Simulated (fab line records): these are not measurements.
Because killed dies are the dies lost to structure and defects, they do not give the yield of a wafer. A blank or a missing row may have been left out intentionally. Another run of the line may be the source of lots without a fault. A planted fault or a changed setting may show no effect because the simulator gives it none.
fab line records    flow nandHarc
record: lots: 12  wafers: 36  lastDay: 33
route steps=1302 shown A_STAIRCASE@653 END@1302
lots that met no fault: from a run of the same line without faults
startH: start of the lot's first displayed wafer, in hours after the record's first day    waitH: how many hours have passed since the lot's step before this one    " same as the row above    L1.1+2: several wafers, shown together as one row    - value missing, or start not given    * or withheld: withheld    < > ~ a bound
route shown NAME@n: names a module that has steps shown in the file, with the first one's number in the route    usual: the fault-free wafers' mean and standard deviation    same: alike in all rows    chamber/n: place in a boat    sites: readings site by site    _std_site: standard deviation across them    _edge_site: mean of outer sites minus mean of inner sites    radiusMm: for every site, how far away it sits from the centre of the wafer    mask NAME#n: copy n    behind: the most recent tool/chamber to have shaped the wafer    hold: why the lot went on hold/how many hours it stayed there/how the hold came to an end    device: names the non-switching transistor (n, p or np)    end of line: tests run on the same wafers once the route is complete    for a step that has no rows: nothing shown but its recipe    killed: not the wafer's yield, but the dies lost to structure and defects at the first sort    map: dies across one wafer; x = killed, . = not, _ = none there
set.NAME: the setting the step ran with; set.NAME@STEP: the setting that earlier step ran with    model.NAME: the simulator's own value behind a step, which no gauge read
a sample of lots followed through the steps of the route, with each step as a table and each wafer as a row
services: from which hour (startH, from the record's first day; less than 0 if before it) a tool's chamber was out of use, for how many hours, and why
== steps ==
step: NHARC_A_STAIRCASE_STRIP_171
recipe: powerW: 1500  tempC: 250  chemistry: O2
usual: drypumpMotorCurrentA: 5.5/0.36  heaterPowerW: 321/10
lot.wafer  tool            chamber  startH  waitH  drypumpMotorCurrentA  heaterPowerW  rfHoursCounterH
L390.1     plasmaAsher-02  1        364.95  -      5.1                   313           21
L390.4     "               1        "       "      5.1                   307           -
L390.3     "               0        "       "      5.5                   329           -
L391.1     plasmaAsher-01  0        380.47  -      6.1                   329           30
L391.3     "               1        "       "      5.4                   307           -
L391.5     "               1        "       "      5.4                   308           -
L398.1     plasmaAsher-02  0        453.90  -      5.4                   332           3
L398.4     "               0        "       "      5.4                   326           -
L398.5     "               0        "       "      5.4                   337           -
L399.3     plasmaAsher-02  1        457.46  -      5.1                   310           -
L399.4     "               0        "       "      5.5                   337           -
L399.6     "               1        "       "      5.1                   306           -
L403.4     plasmaAsher-02  0        504.19  -      5.4                   333           -
L403.5     "               0        "       "      5.4                   332           -
L403.6     "               1        "       "      5.1                   312           -
L406.2     plasmaAsher-01  1        511.11  -      5.4                   320           20
L406.3     "               1        "       "      5.4                   324           -
L406.5     "               0        "       "      6.1                   332           -
L407.3     plasmaAsher-01  0        523.99  -      6.1                   327           -
L407.6     "               1        "       "      5.4                   318           -
L407.5     "               0        "       "      6.1                   320           -
L408.1     plasmaAsher-01  1        546.30  -      5.4                   311           28
L408.6     "               1        "       "      5.4                   310           -
L408.5     "               0        "       "      6.1                   322           -
L409.2     plasmaAsher-01  1        558.17  -      5.4                   314           30
L409.4     "               0        "       "      6.1                   323           -
L409.6     "               0        "       "      6.1                   328           -
L410.3     plasmaAsher-02  1        563.76  -      5.1                   314           -
L410.6     "               0        "       "      5.5                   338           -
L410.5     "               1        "       "      5.1                   311           -
L411.2     plasmaAsher-01  0        569.12  -      6.1                   325           32
L411.3     "               1        "       "      5.4                   307           -
L411.5     "               0        "       "      6.1                   324           -
L412.2     plasmaAsher-01  1        569.40  -      5.4                   314           32
L412.3     "               1        "       "      5.4                   313           -
L412.5     "               1        "       "      5.4                   313           -
step: NHARC_A_STAIRCASE_ETCH_13
recipe: targetDepthA: 1000  timeS: 40.5  ionEnergyEv: 400  c4f8FlowSccm: 20  o2FlowSccm: 10  arFlowSccm: withheld  rfW: 600  biasW: 1000  chemistry: C4F8/O2
usual: chamberPressureMTorr: 24.997/0.022  oesProductAu: 0.939/0.015  rfVppV: 896/5.6  runLengthS: 61.7/0.31
lot.wafer  tool        chamber  startH  waitH  chamberPressureMTorr  oesProductAu  rfHoursCounterH  rfVppV  runLengthS
L390.3     rieDiel-13  0        367.65  -      25.020                0.915         8                898     61.7
L390.1     "           1        "       "      25.022                0.925         2                886     61.5
L390.4     "           2        "       "      25.008                0.916         -                898     61.3
L391.3     rieDiel-03  3        382.32  -      25.005                0.963         26               897     61.7
L391.1     "           0        "       "      25.013                0.943         26               897     61.6
L391.5     "           3        "       "      25.034                0.966         -                894     62.0
L398.1     rieDiel-12  2        455.74  -      24.972                0.959         0                895     61.6
L398.4     "           1        "       "      24.975                0.944         0                907     62.1
L398.5     "           3        "       "      24.997                0.957         -                904     67.2
L399.3     rieDiel-12  2        464.85  -      25.025                0.921         5                894     61.7
L399.4     "           3        "       "      24.959                0.921         3                904     61.1
L399.6     "           1        "       "      24.987                0.912         -                907     67.8
L403.4     rieDiel-13  1        505.85  -      25.014                0.938         36               888     61.5
L403.5     "           1        "       "      25.007                0.948         -                886     61.5
L403.6     "           2        "       "      25.023                0.946         -                896     61.3
L406.2     rieDiel-03  1        512.91  -      24.963                0.926         22               904     61.6
L406.3     "           2        "       "      25.004                0.928         6                893     61.5
L406.5     "           3        "       "      24.973                0.919         -                894     61.5
L407.3     rieDiel-03  0        525.73  -      25.027                0.933         17               895     61.7
L407.5     "           0        "       "      24.994                0.942         -                895     61.9
L407.6     "           2        "       "      24.973                0.929         -                893     61.6
L408.1     rieDiel-03  3        548.07  -      24.974                0.949         32               893     61.6
L408.6     "           3        "       "      25.007                0.972         -                896     61.6
L408.5     "           0        "       "      24.952                0.958         -                894     61.8
L409.4     rieDiel-12  2        559.75  -      25.023                0.933         41               894     61.6
L409.2     "           3        "       "      24.989                0.941         38               905     61.2
L409.6     "           1        "       "      25.011                0.936         -                905     62.3
L410.3     rieDiel-12  0        565.38  -      25.003                0.954         34               889     61.8
L410.5     "           3        "       "      24.999                0.936         -                904     61.1
L410.6     "           0        "       "      24.951                0.953         -                892     62.1
L411.2     rieDiel-03  2        570.74  -      24.994                0.930         24               892     61.3
L411.3     "           0        "       "      24.967                0.940         29               895     61.8
L411.5     "           2        "       "      25.031                0.929         -                894     61.8
L412.3     rieDiel-13  0        571.28  -      24.985                0.941         13               896     62.2
L412.2     "           2        "       "      25.028                0.942         13               897     61.3
L412.5     "           3        "       "      24.965                0.924         -                889     62.2
step: NHARC_A_STAIRCASE_ETCH_15
recipe: targetDepthA: 1000  timeS: 40.5  ionEnergyEv: 400  c4f8FlowSccm: 20  o2FlowSccm: 10  arFlowSccm: withheld  rfW: 600  biasW: 1000  chemistry: C4F8/O2
usual: chamberPressureMTorr: 25.001/0.024  oesProductAu: 0.943/0.011  rfVppV: 896/5.7  runLengthS: 61.7/0.32
same: timeS: 40.5
lot.wafer  tool        chamber  startH  waitH  chamberPressureMTorr  oesProductAu  rfHoursCounterH  rfVppV  runLengthS
L390.1     rieDiel-13  1        -       -      25.025                0.929         3                888     61.6
L390.3     "           0        "       "      25.032                0.914         8                896     61.8
L390.4     "           2        "       "      25.013                0.920         -                898     61.4
L391.3     rieDiel-03  1        -       -      25.013                0.943         24               905     61.3
L391.1     "           2        "       "      25.039                0.941         26               893     61.9
L391.5     "           2        "       "      24.989                0.932         -                893     61.5
L398.4     rieDiel-12  1        -       -      25.038                0.941         0                905     62.3
L398.1     "           3        "       "      25.041                0.945         0                905     61.1
L398.5     "           1        "       "      25.013                0.943         -                906     62.2
L399.4     rieDiel-12  1        -       -      25.002                0.920         5                905     61.9
L399.3     "           2        "       "      24.971                0.937         5                895     61.5
L399.6     "           3        "       "      25.013                0.929         -                903     61.5
L403.4     rieDiel-13  3        -       -      25.007                0.945         55               890     61.6
L403.5     "           1        "       "      25.003                0.960         -                887     61.6
L403.6     "           2        "       "      25.020                0.942         -                896     61.5
L406.3     rieDiel-03  1        -       -      24.998                0.925         23               903     61.5
L406.2     "           2        "       "      24.999                0.924         7                892     61.5
L406.5     "           1        "       "      25.027                0.927         -                904     61.6
L407.3     rieDiel-03  2        -       -      25.031                0.949         13               893     61.4
L407.6     "           2        "       "      24.973                0.942         -                893     61.2
L407.5     "           0        "       "      24.965                0.950         -                895     62.3
L408.1     rieDiel-03  0        -       -      25.007                0.955         25               895     61.9
L408.6     "           3        "       "      24.954                0.942         -                894     61.6
L408.5     "           0        "       "      24.996                0.953         -                894     61.8
L409.4     rieDiel-12  1        -       -      24.973                0.946         38               905     62.0
L409.2     "           3        "       "      24.979                0.949         38               903     61.1
L409.6     "           2        "       "      24.970                0.939         -                893     61.8
L410.3     rieDiel-12  2        -       -      24.985                0.947         43               894     61.6
L410.5     "           3        "       "      25.010                0.957         -                904     61.2
L410.6     "           0        "       "      25.005                0.961         -                891     61.6
L411.3     rieDiel-03  3        -       -      24.942                0.941         37               894     61.7
L411.2     "           2        "       "      24.992                0.937         24               893     61.2
L411.5     "           3        "       "      25.017                0.938         -                893     62.1
L412.3     rieDiel-13  0        -       -      24.999                0.951         13               895     62.1
L412.2     "           2        "       "      24.994                0.956         13               895     61.2
L412.5     "           1        "       "      25.021                0.959         -                907     61.6
step: NHARC_A_STAIRCASE_TRIM_16
recipe: timeS: 211.2  o2FlowSccm: 500  arFlowSccm: 0  biasW: 0  chemistry: O2
usual: chamberPressureMTorr: 60.00/0.064  drypumpMotorCurrentA: 5.9/0.5  oesProductAu: 0.999/0.0072  rfVppV: 57.7/0.82  showerheadPlenumPTorr: 3.53/0.16  throttleValvePct: 17.035/0.0092
same: timeS: 211.2
lot.wafer  tool        chamber  startH  waitH  chamberPressureMTorr  drypumpMotorCurrentA  oesProductAu  rfHoursCounterH  rfVppV  showerheadPlenumPTorr  throttleValvePct
L390.3     rieDiel-13  0        -       -      60.02                 6.0                   1.001         9                58.5    3.55                   17.021
L390.1     "           1        "       "      59.95                 6.4                   0.994         3                57.1    3.29                   17.037
L390.4     "           0        "       "      60.04                 6.0                   0.992         -                58.0    3.55                   17.025
L391.1     rieDiel-03  2        -       -      60.02                 5.0                   0.993         26               56.8    3.46                   17.033
L391.3     "           3        "       "      60.08                 6.2                   1.004         26               58.5    3.51                   17.036
L391.5     "           2        "       "      60.05                 5.0                   0.984         -                58.5    3.46                   17.045
L398.1     rieDiel-12  1        -       -      59.98                 6.2                   0.986         0                58.9    3.81                   17.047
L398.4     "           2        "       "      60.02                 6.3                   0.990         0                58.4    3.48                   17.049
L398.5     "           2        "       "      59.96                 6.3                   0.995         -                57.8    3.48                   17.040
L399.4     rieDiel-12  2        -       -      59.99                 6.3                   1.003         5                59.2    3.48                   17.017
L399.3     "           0        "       "      60.02                 6.2                   0.995         3                58.5    3.41                   17.025
L399.6     "           1        "       "      59.98                 6.2                   0.990         -                58.7    3.81                   17.034
L403.4     rieDiel-13  2        -       -      59.95                 6.0                   1.002         55               57.1    3.53                   17.035
L403.6     "           1        "       "      60.07                 6.4                   1.005         -                57.2    3.28                   17.022
L403.5     "           2        "       "      60.02                 6.0                   0.992         -                57.6    3.53                   17.030
L406.2     rieDiel-03  3        -       -      60.12                 6.1                   1.002         21               56.9    3.49                   17.037
L406.3     "           1        "       "      60.14                 5.2                   1.010         23               57.0    3.76                   17.045
L406.5     "           2        "       "      60.11                 5.0                   0.987         -                57.4    3.44                   17.017
L407.3     rieDiel-03  2        -       -      60.00                 5.0                   0.980         13               57.4    3.44                   17.040
L407.6     "           3        "       "      60.03                 6.2                   1.003         -                57.0    3.48                   17.038
L407.5     "           2        "       "      59.93                 5.0                   1.001         -                58.5    3.44                   17.011
L408.1     rieDiel-03  0        -       -      59.87                 6.0                   1.010         25               57.0    3.51                   17.044
L408.6     "           1        "       "      60.03                 5.2                   0.998         -                59.2    3.76                   17.034
L408.5     "           2        "       "      60.00                 5.0                   1.010         -                57.6    3.44                   17.028
L409.2     rieDiel-12  2        -       -      60.11                 6.4                   1.008         42               56.6    3.46                   17.048
L409.4     "           3        "       "      60.10                 5.9                   0.996         38               58.6    3.75                   17.026
L409.6     "           2        "       "      60.03                 6.3                   1.001         -                56.9    3.46                   17.024
L410.3     rieDiel-12  1        -       -      60.02                 6.2                   1.005         40               59.3    3.78                   17.032
L410.5     "           3        "       "      59.94                 5.9                   1.005         -                58.0    3.75                   17.040
L410.6     "           0        "       "      60.00                 6.2                   1.007         -                56.8    3.39                   17.038
L411.3     rieDiel-03  0        -       -      59.93                 6.0                   1.003         30               59.0    3.51                   17.036
L411.2     "           1        "       "      59.98                 5.2                   1.003         34               57.5    3.75                   17.034
L411.5     "           2        "       "      59.90                 5.0                   1.003         -                57.1    3.43                   17.048
L412.3     rieDiel-13  3        -       -      60.06                 6.6                   0.990         14               57.6    3.36                   17.041
L412.2     "           1        "       "      60.00                 6.4                   1.004         9                58.4    3.80                   17.025
L412.5     "           2        "       "      60.01                 6.0                   1.003         -                58.0    3.52                   17.042
step: NHARC_END_SORT_01
recipe: tempC: 25
usual: killedAtArray: 51/17  killedAtOther: 1.6/2.1  killedAtPeriphery: 4/3.2  killedDies: 57/18  killedOpen: 2.9/1.7  killedShort: 2.3/1.3
same: grossDies: 677
lot.wafer  tool       chamber  startH  waitH  killedAtArray  killedAtOther  killedAtPeriphery  killedDies  killedOpen  killedShort
L403.4     prober-01  0        708.39  3.4    21             1              5                  27          2           5
L403.5     prober-01  0        709.20  3.7    14             0              4                  18          2           2
L403.6     prober-01  0        710.00  4.0    21             2              8                  31          2           3
killed by level:class
L403.4 A_SLIT:chamberFilmFlake=5 A_CHANNEL_HOLE_D1:chamberFilmFlake=4 P_GATE:chamberFilmFlake=3 A_CONTACT:chamberFilmFlake=3 A_CHANNEL_FILL_D2:geometricParticle:open=2 A_CHANNEL_FILL_D2:geometricParticle:short=2 P_M1:chamberFilmFlake=2 A_SOURCE_PLATE:geometricParticle:short=1
L403.5 A_CHANNEL_HOLE_D1:chamberFilmFlake=4 A_CONTACT:chamberFilmFlake=4 A_SLIT:chamberFilmFlake=2 P_GATE:geometricParticle:open=1 A_CHANNEL_HOLE_D1:geometricParticle:open=1 A_CHANNEL_FILL_D1:geometricParticle:short=1 A_M1:geometricParticle:short=1 P_ZERO_WELL:chamberFilmFlake=1
L403.6 A_CHANNEL_HOLE_D1:chamberFilmFlake=9 P_GATE:chamberFilmFlake=3 A_CONTACT:chamberFilmFlake=3 P_ZERO_WELL:chamberFilmFlake=2 P_M1:chamberFilmFlake=2 A_SLIT:chamberFilmFlake=2 THIN_TSV:chamberFilmFlake=2 P_BONDPAD:geometricParticle:open=1
== services ==
tool            chamber  startH  hours  kind
rieDiel-13      -        342.08  9.0    pm
rieDiel-13      1        358.12  7.6    repair
rieDiel-13      3        361.39  11.8   repair
rieDiel-03      0        363.88  -      clean
rieDiel-03      1        363.88  -      clean
rieDiel-03      2        363.88  -      clean
rieDiel-03      3        363.88  -      clean
rieDiel-13      1        377.44  22.5   repair
rieDiel-03      0        388.38  -      clean
rieDiel-03      1        388.38  -      clean
rieDiel-13      0        393.35  49.3   repair
plasmaAsher-02  -        400.65  1.1    repair
plasmaAsher-01  -        408.28  6.2    repair
plasmaAsher-02  -        426.00  9.0    pm
rieDiel-13      1        441.15  3.3    repair
rieDiel-12      -        446.18  9.0    pm
rieDiel-13      1        448.55  5.9    repair
rieDiel-03      -        458.33  9.0    pm
rieDiel-12      -        488.80  1.9    repair
plasmaAsher-02  -        498.03  0.9    repair
rieDiel-12      2        505.50  4.2    repair
rieDiel-13      -        519.08  9.0    pm
rieDiel-03      1        519.91  10.9   repair
rieDiel-03      3        561.84  2.6    repair
== key ==
firstSign: step: NHARC_A_STAIRCASE_ETCH_13  reading: runLengthS  direction: up  sigmas: 19  usual: *  struck: *
effect none on later readings
metAt NHARC_A_STAIRCASE_ETCH_13
struckLots L398,L399
struckWafers L398.5,L399.6
testerLeftOut L398,L399
notActingAt NHARC_A_STAIRCASE_STRIP_171,NHARC_A_STAIRCASE_ETCH_15,NHARC_A_STAIRCASE_TRIM_16
fault: kind: processParameterDrift  tool: rieDiel-12  chamber: -  onsetH: 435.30  steps: NHARC_A_STAIRCASE_ETCH_13  channel: timeS  offset: *  shape: step  endH: 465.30  scope: struckWafersOnly  actsIn: *  stated: *
testerLeftOut: of these lots the tester's yield and bins aren't shown, on N5 and GAA mostly nor the transistor test; their killed dies are dies lost to structure and defects alone, not to doping, threshold or leakage, so they don't give the yield
